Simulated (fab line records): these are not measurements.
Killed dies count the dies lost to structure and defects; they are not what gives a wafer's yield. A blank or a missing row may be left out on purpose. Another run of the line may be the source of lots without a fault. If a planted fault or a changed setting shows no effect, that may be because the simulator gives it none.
Split-lot experiment ; flow n5 finfet ; route with 1938 steps; 7 lots, 21 wafers read

== ABOUT THE SPLIT ==
At N5_MOL_CONTACT_COAG_ETCH_105 (etches SiARC in CF4, target depth 15.6 nm, time 26 s), the setting bias w was moved away from the recipe's 36 W on 6 of the 21 wafers read, by -9.7% to +14.9%. The other wafers ran this setting at the recipe's value.

The split's own step is where the reading is taken.

== THE READING ==
rf vpp V, in V, at N5_MOL_CONTACT_COAG_ETCH_105 (etches SiARC in CF4, target depth 15.6 nm, time 26 s). A value of 184.1 V with a standard deviation of 1.3 V is what fault-free wafers of this fab line usually give.

wafer;tool, chamber at the split;bias w as run, W;against the recipe;rf vpp V, V;against lot-mates on the recipe
L075.3;rie diel-05, 3;36;recipe;182.6;-
L075.4;rie diel-05, 1;32.52;-9.7%;171.2;-11.4
L075.6;rie diel-05, 3;32.52;-9.7%;172.2;-10.4
L078.3;rie diel-05, 1;33.76;-6.2%;175.8;-9.8
L078.4;rie diel-05, 1;33.76;-6.2%;176.7;-8.9
L078.6;rie diel-05, 2;36;recipe;185.6;-
L079.3;rie diel-02, 3;36;recipe;185.2;-
L079.4;rie diel-02, 2;36;recipe;185.8;-
L079.6;rie diel-02, 0;36;recipe;181.9;-
L080.1;rie diel-02, 0;36;recipe;183.0;-
L080.2;rie diel-02, 3;36;recipe;185.0;-
L080.4;rie diel-02, 2;36;recipe;184.8;-
L086.2;rie diel-05, 3;36;recipe;184.9;-
L086.3;rie diel-05, 0;36;recipe;184.2;-
L086.5;rie diel-05, 1;36;recipe;183.3;-
L090.1;rie diel-02, 3;36;recipe;185.2;-
L090.4;rie diel-02, 1;36;recipe;182.5;-
L090.6;rie diel-02, 0;41.36;+14.9%;200.3;+16.5
L093.1;rie diel-05, 3;36;recipe;184.6;-
L093.2;rie diel-05, 1;32.57;-9.5%;172.2;-13.1
L093.6;rie diel-05, 2;36;recipe;186.0;-

FIT RESULTS
A straight line over all 21 wafers: rf vpp V changes by +1.2 V for each +1% of bias w; r = +0.98; the points scatter about the line by 1.3 V.
The same after taking each lot's own level away (the mean of its wafers on the recipe; 21 wafers): +1.2 V for each +1%; r = +0.98; scatter 1.2 V.
Per that fit: largest bias w move, reading shift of 18 V.
The span of the lots' own levels, 182.60 to 185.60 V, comes to 2.3 times the standard deviation stated above.
Hence the lot-to-lot level has little effect on the slope; both slopes agree.
Check: for one of the wafers moved furthest among these (+14.9%), held out of the fit, the line's prediction against its lot-mates is +18.8 V. It came out at +16.5 V against them.
Tool readings at the split's step, against how far the setting was moved: rf vpp V r = +0.98.

== THE OTHER SPLITS THESE WAFERS WENT THROUGH ==
Before the reading, these wafers also passed through other splits. Each is held against what the fit with the lots' levels taken away leaves over:
other split on the same wafers;wafers away from the commonest value;r with rf vpp V (lot level and that fit taken away)
N5_HKMG_FIN_ETCH_31 bias w;10;-0.27

== THE FILE'S OWN FIT ==
rf vpp V changes by +1.2 V for each +1% of bias w, r = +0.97.
